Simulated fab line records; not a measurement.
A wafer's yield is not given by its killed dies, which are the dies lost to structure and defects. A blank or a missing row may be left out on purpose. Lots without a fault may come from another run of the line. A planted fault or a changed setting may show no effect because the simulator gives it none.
Chamber matching ; flow nand_harc ; rie_diel-13 running NHARC_A_CONTACT_DESCUM_47: 4 sister chambers
The step chemistry O2, time 3 s. 22 wafers are shown with their chamber, then 11 later ones without.

WAFERS, EACH WITH ITS CHAMBER
wafer;chamber;showerhead_plenum_p_Torr (Torr);drypump_motor_current_A (A);rf_vpp_V (V)
L074.1;1;1.86;5.2;57.6
L074.2;2;1.98;5.6;57.8
L074.3;3;1.86;5.6;56.7
L075.1;3;1.86;5.6;57.4
L075.2;2;1.98;5.6;58.5
L075.3;0;1.81;5.4;56.2
L075.4;1;1.86;5.2;58.0
L075.5;2;1.98;5.6;58.5
L075.6;3;1.86;5.6;57.2
L082.2;3;1.85;5.6;57.7
L082.4;2;1.97;5.6;58.4
L082.5;2;1.97;5.6;57.7
L079.3;2;1.97;5.6;57.6
L079.4;0;1.81;5.5;57.5
L079.5;2;1.97;5.6;57.2
L088.1;0;1.81;5.5;57.2
L088.3;3;1.85;5.6;57.4
L088.4;2;1.97;5.6;58.8
L093.1;0;1.80;5.4;57.6
L093.3;2;1.97;5.6;57.9
L093.4;3;1.85;5.6;57.4
L094.1;2;1.96;5.6;56.8

SIGNATURES (means of the wafers above)
reading;chamber 0;chamber 1;chamber 2;chamber 3;scatter within a chamber
showerhead_plenum_p_Torr;1.8075;1.8600;1.9720;1.8550;0.0057
drypump_motor_current_A;5.450;5.200;5.600;5.600;0.0236
rf_vpp_V;57.125;57.800;57.920;57.300;0.552
Rule: a wafer's distance from a chamber is the root of the sum, over the readings, of the square of ((its reading less the chamber's mean) divided by the reading's scatter). The wafer belongs to the nearest chamber; if the next one is less than 2 further off, it can't be placed. The scatter: take each reading less its chamber's mean, square it, sum over the shown wafers, divide by the number of wafers less the number of chambers, and take the root.

WAFERS WITHOUT THEIR CHAMBER
wafer;showerhead_plenum_p_Torr (Torr);drypump_motor_current_A (A);rf_vpp_V (V)
L094.2;1.85;5.6;56.6
L094.5;1.85;5.2;57.5
L096.1;1.85;5.6;57.6
L096.2;1.85;5.2;57.5
L096.3;1.96;5.6;58.7
L097.1;1.84;5.6;57.5
L097.3;1.85;5.2;57.9
L097.5;1.84;5.6;58.5
L097.2;1.80;5.5;57.0
L097.4;1.96;5.6;57.4
L097.6;1.80;5.4;57.3

THE CHAMBER EACH PASSED THROUGH
wafer;from the rows above;in truth
L094.2;3;3
L094.5;1;1
L096.1;3;3
L096.2;1;1
L096.3;2;2
L097.1;3;3
L097.3;1;1
L097.5;3;3
L097.2;0;0
L097.4;2;2
L097.6;0;0
Correctly placed: 11 of 11. Left unplaced by these rows: 0. 0 placed wrongly.
